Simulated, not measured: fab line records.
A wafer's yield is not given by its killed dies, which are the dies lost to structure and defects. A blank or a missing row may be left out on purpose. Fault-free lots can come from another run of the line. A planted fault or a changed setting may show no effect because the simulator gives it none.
fab line records	flow nand_harc
[record] lots = 14	wafers = 41	last_day = 24
route steps=1159 shown A_BLC@983 A_M0@1008
lots with no fault: from the same line, run without faults
start_h: the number of hours between the record's first day and the start of the first shown wafer of the lot	wait_h: how many hours have passed since the lot's step before this one	" identical to the entry in the row above	L1.1+2: a row that stands for several wafers	- either no value or no given start	* or withheld: withheld	< > ~ a bound
route shown NAME@n: names a module that has steps shown in the file, with the first one's number in the route	usual: mean and standard deviation over wafers with no fault	same: alike in all rows	chamber/n: place in a boat	sites: each site's reading	_std_site: the standard deviation of these	_edge_site: inner sites' mean taken away from outer sites' mean	radius_mm: how far each site lies from the wafer's centre	mask NAME#n: copy n	behind: tool/chamber where the wafer was last shaped	hold: what put the lot on hold/how long, in hours/how the hold closed	device: which transistor (n, p or np) failed to switch	end of line: tests of these same wafers at the route's end	step lacking rows: just its recipe	killed: at the first sort, the dies lost to defects and structure; wafer yield is something else	map: shows each die of a wafer: x if killed, . if not, _ if none is there
set.NAME: the setting that was run; set.NAME@STEP: the one run at that earlier step	model.NAME: the simulator's own value behind a step, which no gauge read
the route's steps for a sample of lots (tables are steps, rows are wafers)
services: a tool's chamber out of use, with start hour (start_h, from the record's first day; less than 0 if before it), hours out, and reason
[[steps]]
[step NHARC_A_BLC_STRIP_21]
[recipe] o2_flow_sccm = 500	ar_flow_sccm = 0	bias_w = 0	chemistry = O2
[usual] drypump_motor_current_A = 5.60/0.24	oes_product_au = 1.000/0.0098	rf_vpp_V = 57.5/0.82	showerhead_plenum_p_Torr = 3.45/0.13	throttle_valve_pct = 17.037/0.0091
lot.wafer	tool	chamber	start_h	wait_h	drypump_motor_current_A	oes_product_au	rf_hours_counter_h	rf_vpp_V	showerhead_plenum_p_Torr	throttle_valve_pct
L522.2	rie_diel-11	3	394.14	0.1	5.92	1.000	2	57.3	3.43	17.031
L522.1	"	0	"	"	5.35	1.010	2	57.5	3.35	17.036
L522.4	"	3	"	"	5.92	1.009	-	58.5	3.43	17.035
L521.1	rie_diel-09	1	395.73	0.1	5.71	1.009	12	58.1	3.76	17.022
L521.5	"	0	"	"	5.36	0.985	-	57.3	3.57	17.033
L521.6	"	1	"	"	5.73	1.011	-	57.8	3.76	17.027
L526.1	rie_diel-11	3	401.70	0.1	5.92	1.001	3	58.1	3.43	17.051
L526.4	"	1	"	"	5.54	0.998	3	56.4	3.51	17.036
L526.5	"	3	"	"	5.89	1.001	-	57.9	3.43	17.037
L523.3	rie_diel-09	3	406.52	0.1	5.56	1.013	14	56.9	3.36	17.049
L523.4	"	2	"	"	5.83	0.996	13	56.8	3.31	17.036
L523.5	"	0	"	"	5.37	0.996	-	59.2	3.57	17.040
L524.4	rie_diel-09	0	407.10	0.1	5.37	0.974	13	57.9	3.57	17.029
L524.2	"	1	"	"	5.74	0.998	13	58.0	3.76	17.030
L524.3	"	3	"	"	5.53	0.999	14	57.1	3.36	17.042
L528.3	rie_diel-11	2	430.07	0.1	5.63	0.972	6	57.6	3.37	17.036
L528.6	"	1	"	"	5.52	0.994	-	59.3	3.50	17.052
L528.4	"	2	"	"	5.59	0.981	-	56.8	3.37	17.041
L525.2	rie_diel-11	2	431.97	0.1	5.62	0.994	6	57.3	3.37	17.034
L525.4	"	0	"	"	5.39	1.009	-	56.8	3.35	17.041
L525.5	"	2	"	"	5.62	0.993	-	59.1	3.37	17.021
L529.2	rie_diel-11	0	448.54	0.1	5.38	1.002	9	57.8	3.35	17.056
L529.3	"	2	"	"	5.60	0.986	8	57.4	3.37	17.034
L529.6	"	1	"	"	5.49	1.007	-	58.2	3.50	17.028
L530.1	rie_diel-11	3	450.31	0.1	5.90	1.007	8	57.6	3.43	17.033
L530.2	"	2	"	"	5.62	0.982	8	57.1	3.37	17.032
L530.5	"	0	"	"	5.38	1.000	-	56.4	3.35	17.034
L531.2	rie_diel-11	2	472.54	0.1	5.59	0.974	10	58.8	3.37	17.021
L531.1	"	0	"	"	5.38	1.005	11	56.3	3.35	17.052
L531.5	"	1	"	"	5.48	1.002	-	58.1	3.50	17.030
L534.1	rie_diel-09	1	475.79	0.1	5.72	1.005	4	57.6	3.75	17.041
L534.3	"	2	"	"	5.81	0.987	4	57.5	3.31	17.040
L534.2	"	3	"	"	5.52	1.004	4	56.8	3.36	17.033
L538.3	rie_diel-11	1	503.60	0.1	5.49	0.998	15	58.2	3.50	17.049
L538.6	"	1	"	"	5.49	1.002	-	58.7	3.50	17.049
L538.4	"	3	"	"	5.89	1.012	-	58.6	3.43	17.056
L543.4	rie_diel-09	2	530.91	0.1	5.85	0.995	9	57.7	3.31	17.038
L543.6	"	2	"	"	5.83	0.988	-	57.9	3.31	17.049
L542.4	rie_diel-11	3	531.74	0.1	5.90	1.009	17	58.6	3.43	17.029
L542.1	"	2	"	"	5.57	0.988	14	57.5	3.37	17.040
L542.6	"	0	"	"	5.37	1.000	-	57.8	3.34	17.032
[step NHARC_A_BLC_INSPECT_28]
[usual] raw_defect_count = 451/150
lot.wafer	tool	chamber	start_h	wait_h	raw_defect_count
L522.1	defect_inspect-01	-	396.66	0.1	666
L522.2	"	-	"	"	512
L522.4	"	-	"	"	797
L521.1	defect_inspect-01	-	397.51	0.1	423
L521.5	"	-	"	"	347
L521.6	"	-	"	"	359
L526.1	defect_inspect-01	-	404.44	0.1	346
L526.4	"	-	"	"	374
L526.5	"	-	"	"	469
L523.3	defect_inspect-02	-	408.34	0.1	523
L523.4	"	-	"	"	319
L523.5	"	-	"	"	547
L524.2	defect_inspect-02	-	408.90	0.1	395
L524.3	"	-	"	"	632
L524.4	"	-	"	"	581
L528.3	defect_inspect-02	-	431.88	0.1	381
L528.4	"	-	"	"	346
L528.6	"	-	"	"	443
L525.2	defect_inspect-02	-	437.96	0.1	405
L525.4	"	-	"	"	442
L525.5	"	-	"	"	403
L529.2	defect_inspect-01	-	450.36	0.1	376
L529.3	"	-	"	"	301
L529.6	"	-	"	"	339
L530.1	defect_inspect-01	-	452.13	0.1	661
L530.2	"	-	"	"	275
L530.5	"	-	"	"	377
L531.1	defect_inspect-01	-	474.36	0.1	409
L531.2	"	-	"	"	445
L531.5	"	-	"	"	447
L534.1	defect_inspect-02	-	477.60	0.1	430
L534.2	"	-	"	"	354
L534.3	"	-	"	"	434
L538.3	defect_inspect-02	-	508.52	0.1	504
L538.4	"	-	"	"	411
L538.6	"	-	"	"	402
L543.4	defect_inspect-02	-	532.71	0.1	335
L543.6	"	-	"	"	263
L542.1	defect_inspect-02	-	533.69	0.1	495
L542.4	"	-	"	"	440
L542.6	"	-	"	"	540
[step NHARC_A_M0_ETCH_34]
[recipe] target_depth_a = 400	overetch_a = 120	time_s = 43.94	ion_energy_ev = 200	n2_flow_sccm = 150	h2_flow_sccm = 150	ar_flow_sccm = 0	rf_w = 400	bias_w = 150	chemistry = N2/H2
[usual] drypump_motor_current_A = 5.8/0.53	oes_product_au = 1.000/0.012	rf_vpp_V = 430/3.2	showerhead_plenum_p_Torr = 2.03/0.11	throttle_valve_pct = 14.172/0.0085
lot.wafer	tool	chamber	start_h	wait_h	drypump_motor_current_A	oes_product_au	rf_hours_counter_h	rf_vpp_V	showerhead_plenum_p_Torr	throttle_valve_pct
L522.1	rie_diel-13	0	397.84	0.1	6.7	1.003	7	426	1.91	14.171
L522.4	"	1	"	"	6.0	1.012	10	431	2.06	14.171
L522.2	"	2	"	"	5.9	1.011	10	426	1.90	14.166
L521.1	rie_diel-12	2	398.71	0.1	6.7	1.014	0	433	2.14	14.183
L521.6	"	2	"	"	6.7	1.014	-	433	2.14	14.187
L521.5	"	3	"	"	6.2	0.996	-	435	2.19	14.171
L526.4	rie_diel-12	2	405.64	0.1	6.6	1.002	1	434	2.14	14.173
L526.1	"	0	"	"	5.7	1.007	0	428	1.94	14.191
L526.5	"	3	"	"	6.2	0.998	-	434	2.19	14.173
L523.4	rie_diel-12	0	409.61	0.1	5.7	1.009	0	429	1.94	14.155
L523.3	"	2	"	"	6.7	1.016	1	433	2.14	14.182
L523.5	"	3	"	"	6.1	1.017	-	435	2.19	14.176
L524.4	rie_diel-13	0	409.95	0.1	6.7	1.009	9	424	1.91	14.165
L524.2	"	1	"	"	6.0	1.020	11	431	2.06	14.161
L524.3	"	2	"	"	6.0	1.004	10	427	1.90	14.176
L528.3	rie_diel-13	1	433.26	0.1	6.0	0.997	13	431	2.06	14.177
L528.4	"	2	"	"	5.9	1.004	13	428	1.90	14.170
L528.6	"	2	"	"	5.9	0.998	-	427	1.90	14.162
L525.2	rie_diel-06	2	439.12	0.1	5.3	0.981	2	430	2.01	14.168
L525.4	"	0	"	"	5.2	1.006	1	433	2.10	14.159
L525.5	"	3	"	"	5.4	0.979	-	434	2.15	14.171
L529.2	rie_diel-13	0	451.40	0.1	6.7	1.003	12	428	1.91	14.181
L529.3	"	2	"	"	5.9	1.016	14	427	1.90	14.185
L529.6	"	0	"	"	6.7	0.999	-	427	1.91	14.174
L530.1	rie_diel-06	0	453.25	0.1	5.2	1.009	2	432	2.10	14.179
L530.2	"	3	"	"	5.4	0.979	3	432	2.15	14.164
L530.5	"	0	"	"	5.2	1.003	-	432	2.10	14.179
L531.1	rie_diel-13	1	475.57	0.1	6.0	1.029	1	431	2.06	14.160
L531.2	"	3	"	"	5.0	1.003	1	428	1.97	14.197
L531.5	"	3	"	"	5.0	1.010	-	428	1.97	14.169
L534.1	rie_diel-06	2	478.78	0.1	5.4	0.984	4	431	2.01	14.168
L534.2	"	3	"	"	5.4	0.991	4	433	2.15	14.184
L534.3	"	0	"	"	5.2	0.999	3	433	2.10	14.177
L538.4	rie_diel-06	1	509.70	0.1	5.8	0.986	5	435	2.19	14.169
L538.3	"	0	"	"	5.2	1.005	5	432	2.10	14.180
L538.6	"	1	"	"	5.8	0.977	-	434	2.19	14.175
L543.4	rie_diel-13	2	533.92	0.1	5.9	1.007	6	425	1.89	14.177
L543.6	"	0	"	"	6.7	0.989	-	427	1.91	14.179
L542.1	rie_diel-12	2	534.74	0.1	6.6	1.012	10	433	2.14	14.157
L542.4	"	1	"	"	5.8	1.001	10	428	1.89	14.186
L542.6	"	2	"	"	6.6	1.021	-	434	2.14	14.158
[step NHARC_A_M0_ECD_22]
[recipe] target_thk_a = 4000	bath_temp_c = 25	material = Cu
[usual] bath_temp_c = 25.00/0.098
lot.wafer	tool	chamber	start_h	wait_h	bath_temp_c
L522.1	ecd_cu-01	0	399.21	-	25.00
L522.2	"	1	"	"	24.97
L522.4	"	1	"	"	24.97
L521.1	ecd_cu-02	1	400.04	-	25.09
L521.5	"	0	"	"	25.19
L521.6	"	1	"	"	25.07
L526.1	ecd_cu-01	0	406.91	-	24.88
L526.4	"	0	"	"	24.90
L526.5	"	0	"	"	24.92
L523.4	ecd_cu-01	0	410.90	-	25.04
L523.3	"	1	"	"	25.01
L523.5	"	0	"	"	25.10
L524.2	ecd_cu-01	0	411.19	-	24.97
L524.4	"	1	"	"	25.08
L524.3	"	0	"	"	24.85
L528.3	ecd_cu-02	1	434.56	-	25.05
L528.4	"	0	"	"	25.03
L528.6	"	1	"	"	25.09
L525.2	ecd_cu-01	1	440.37	-	25.10
L525.4	"	1	"	"	24.97
L525.5	"	0	"	"	24.87
L529.2	ecd_cu-02	0	452.64	-	25.12
L529.3	"	0	"	"	25.10
L529.6	"	0	"	"	25.22
L530.2	ecd_cu-02	1	454.47	-	24.99
L530.1	"	0	"	"	25.01
L530.5	"	0	"	"	24.93
L531.1	ecd_cu-01	0	476.80	-	25.00
L531.2	"	1	"	"	25.03
L531.5	"	1	"	"	25.06
L534.1	ecd_cu-01	0	480.14	-	25.05
L534.2	"	1	"	"	25.02
L534.3	"	1	"	"	25.06
L538.4	ecd_cu-01	1	511.04	-	24.95
L538.3	"	0	"	"	25.12
L538.6	"	1	"	"	24.98
L543.4	ecd_cu-01	0	535.25	-	25.03
L543.6	"	0	"	"	25.05
L542.1	ecd_cu-01	1	536.15	-	24.92
L542.4	"	0	"	"	25.00
L542.6	"	0	"	"	24.89
[step NHARC_A_M0_CMP_23]
[recipe] t_overpolish_s = 20	target_thk_nm = 113.75
[usual] motor_current_A = 11.7/0.8	retaining_ring_pressure_frac = 1.000/0.0055	time_to_endpoint_s = 28.7/2.9
lot.wafer	tool	chamber	start_h	wait_h	motor_current_A	retaining_ring_pressure_frac	time_to_endpoint_s
L522.4	cmp-03	2	399.93	-	11.5	1.001	27.7
L522.2	"	3	"	"	11.5	1.001	29.7
L522.1	"	1	"	"	12.4	0.999	28.6
L521.1	cmp-03	2	400.71	-	11.7	0.998	29.9
L521.6	"	2	"	"	12.0	0.996	30.9
L521.5	"	3	"	"	11.5	1.008	31.2
L526.1	cmp-03	2	407.66	-	12.1	1.000	29.3
L526.4	"	0	"	"	11.7	1.001	24.9
L526.5	"	1	"	"	11.6	1.002	30.0
L523.3	cmp-03	1	411.52	-	11.8	1.003	33.6
L523.4	"	3	"	"	11.5	1.004	32.5
L523.5	"	2	"	"	11.4	1.001	31.4
L524.2	cmp-02	3	411.89	-	11.8	1.000	30.3
L524.3	"	1	"	"	12.2	1.005	28.2
L524.4	"	2	"	"	10.9	0.998	26.4
L528.3	cmp-03	1	435.18	-	12.0	0.990	30.3
L528.4	"	0	"	"	11.8	0.994	26.1
L528.6	"	1	"	"	11.8	0.997	32.2
L525.2	cmp-01	3	441.04	-	10.9	1.002	25.0
L525.4	"	0	"	"	14.1	1.002	26.9
L525.5	"	3	"	"	11.4	1.005	25.2
L529.3	cmp-01	3	453.31	-	11.3	1.004	28.8
L529.2	"	2	"	"	11.5	0.996	27.9
L529.6	"	3	"	"	11.2	1.001	28.3
L530.1	cmp-01	1	455.26	-	11.3	0.998	29.5
L530.2	"	2	"	"	10.8	0.994	26.1
L530.5	"	0	"	"	13.5	1.000	30.4
L531.2	cmp-01	2	477.52	-	11.3	1.000	26.7
L531.1	"	1	"	"	10.8	1.006	28.2
L531.5	"	3	"	"	11.0	0.995	28.0
L534.2	cmp-01	3	480.88	-	11.4	0.998	25.4
L534.1	"	1	"	"	11.9	0.998	29.2
L534.3	"	2	"	"	10.5	1.002	26.3
L538.4	cmp-01	0	511.83	-	13.1	0.994	29.7
L538.3	"	3	"	"	10.6	1.003	25.2
L538.6	"	0	"	"	13.1	1.004	27.4
L543.4	cmp-01	3	535.84	-	11.2	1.008	25.8
L543.6	"	3	"	"	10.8	1.001	8.5
L542.1	cmp-03	0	536.85	-	11.0	0.998	27.3
L542.4	"	2	"	"	11.6	1.004	34.8
L542.6	"	3	"	"	12.0	0.996	12.4
[[services]]
tool	chamber	start_h	hours	kind
cmp-01	-	375.77	1.0	repair
ecd_cu-01	-	376.36	1.3	repair
cmp-03	-	380.03	0.6	repair
cmp-03	-	384.73	7.1	repair
rie_diel-11	2	391.38	7.8	repair
ecd_cu-01	-	400.34	0.9	repair
ecd_cu-01	-	405.29	1.6	repair
cmp-01	-	408.26	4.4	repair
cmp-01	-	423.58	4.0	pm
rie_diel-09	2	425.96	4.0	repair
rie_diel-09	-	431.13	9.0	pm
ecd_cu-01	-	448.00	8.0	pm
cmp-03	-	450.00	4.0	pm
rie_diel-13	-	453.00	9.0	pm
rie_diel-09	3	459.44	10.8	repair
cmp-03	-	465.13	2.4	repair
rie_diel-13	0	473.94	9.2	repair
rie_diel-11	-	480.10	1.0	repair
cmp-03	-	482.98	0.9	repair
rie_diel-11	2	487.27	21.6	repair
cmp-03	-	501.07	1.2	repair
rie_diel-13	0	503.19	11.3	repair
cmp-01	-	512.07	5.7	repair
cmp-01	-	521.66	4.0	pm
[[key]]
[first_sign] step = NHARC_A_M0_CMP_23	reading = time_to_endpoint_s	direction = down	sigmas = 6.4	usual = *	struck = *
effect none on later readings
met_at NHARC_A_M0_ECD_22
struck_lots L542,L543
struck_wafers L542.6,L543.6
later_rows_left_out L542.6,L543.6
sort_left_out L542.6,L543.6
not_acting_at NHARC_A_BLC_STRIP_21,NHARC_A_BLC_INSPECT_28,NHARC_A_M0_ETCH_34
onset_between 511.04 535.25
[fault] kind = process_parameter_drift	tool = ecd_cu-01	chamber = -	onset_h = 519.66	steps = NHARC_A_M0_ECD_22	channel = target_thk_a	offset = *	shape = step	end_h = 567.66	scope = struck_wafers_only	acts_in = *	stated = *
// sort_left_out: the simulated sort isn't trusted on such a fault, so these wafers' sort isn't shown, and their yield isn't known
// later_rows_left_out: the simulator's readings of these wafers behind a module that went badly wrong aren't trusted and aren't shown, but for the sort
